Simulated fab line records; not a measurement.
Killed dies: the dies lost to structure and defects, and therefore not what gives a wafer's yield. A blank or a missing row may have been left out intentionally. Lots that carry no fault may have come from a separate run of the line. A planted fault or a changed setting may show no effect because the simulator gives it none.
Matching of chambers / flow nand_harc / NHARC_A_CONTACT_CMP_20 on cmp-02: 4 sister chambers
The step polishes, t overpolish 30 s, target thk 300 nm. 8 wafers are shown with their chamber, then 12 later ones without.

## WAFERS PAIRED WITH THEIR CHAMBERS
wafer=L083.5; chamber=1; motor_current_A (A)=11.3; time_to_endpoint_s (s)=63
wafer=L084.1; chamber=1; motor_current_A (A)=11.0; time_to_endpoint_s (s)=60
wafer=L086.4; chamber=2; motor_current_A (A)=12.6; time_to_endpoint_s (s)=63
wafer=L090.2; chamber=0; motor_current_A (A)=10.8; time_to_endpoint_s (s)=61
wafer=L090.5; chamber=3; motor_current_A (A)=10.6; time_to_endpoint_s (s)=59
wafer=L093.1; chamber=0; motor_current_A (A)=11.1; time_to_endpoint_s (s)=52
wafer=L093.4; chamber=3; motor_current_A (A)=11.4; time_to_endpoint_s (s)=58
wafer=L093.6; chamber=2; motor_current_A (A)=12.5; time_to_endpoint_s (s)=55

## WAFERS MISSING THEIR CHAMBER
wafer=L091.4; motor_current_A (A)=11.1; time_to_endpoint_s (s)=61
wafer=L091.5; motor_current_A (A)=10.7; time_to_endpoint_s (s)=60
wafer=L091.6; motor_current_A (A)=11.5; time_to_endpoint_s (s)=61
wafer=L094.2; motor_current_A (A)=10.0; time_to_endpoint_s (s)=57
wafer=L094.3; motor_current_A (A)=12.9; time_to_endpoint_s (s)=63
wafer=L094.5; motor_current_A (A)=12.4; time_to_endpoint_s (s)=62
wafer=L095.1; motor_current_A (A)=10.8; time_to_endpoint_s (s)=57
wafer=L095.3; motor_current_A (A)=11.0; time_to_endpoint_s (s)=61
wafer=L095.6; motor_current_A (A)=12.6; time_to_endpoint_s (s)=63
wafer=L097.1; motor_current_A (A)=10.1; time_to_endpoint_s (s)=59
wafer=L097.2; motor_current_A (A)=10.6; time_to_endpoint_s (s)=60
wafer=L097.4; motor_current_A (A)=12.8; time_to_endpoint_s (s)=61

## CHAMBER TAKEN BY EACH
wafer=L091.4; from the rows above=can't be placed: 1 or 3 or 0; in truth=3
wafer=L091.5; from the rows above=can't be placed: 3 or 0 or 1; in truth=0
wafer=L091.6; from the rows above=can't be placed: 1 or 3 or 0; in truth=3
wafer=L094.2; from the rows above=can't be placed: 0 or 3 or 1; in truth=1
wafer=L094.3; from the rows above=2; in truth=2
wafer=L094.5; from the rows above=2; in truth=2
wafer=L095.1; from the rows above=can't be placed: 0 or 3 or 1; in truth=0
wafer=L095.3; from the rows above=can't be placed: 1 or 3 or 0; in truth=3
wafer=L095.6; from the rows above=2; in truth=2
wafer=L097.1; from the rows above=can't be placed: 0 or 3 or 1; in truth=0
wafer=L097.2; from the rows above=can't be placed: 3 or 0 or 1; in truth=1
wafer=L097.4; from the rows above=2; in truth=2
Correct placement for 4 of the 12. Cannot be placed on the basis of these rows: 8; the candidates contain the true chamber in 8. Number placed wrongly: 0.
How it was worked out, from the rows above alone: a wafer's distance from a chamber is the root of the sum, over the readings, of the square of ((its reading less the chamber's mean) divided by the reading's scatter). The wafer belongs to the nearest chamber; if the next one is less than 2 further off, it can't be placed. The mean given for a chamber averages the wafers shown for that chamber. The scatter: take each reading less its chamber's mean, square it, sum over the shown wafers, divide by the number of wafers less the number of chambers, and take the root.
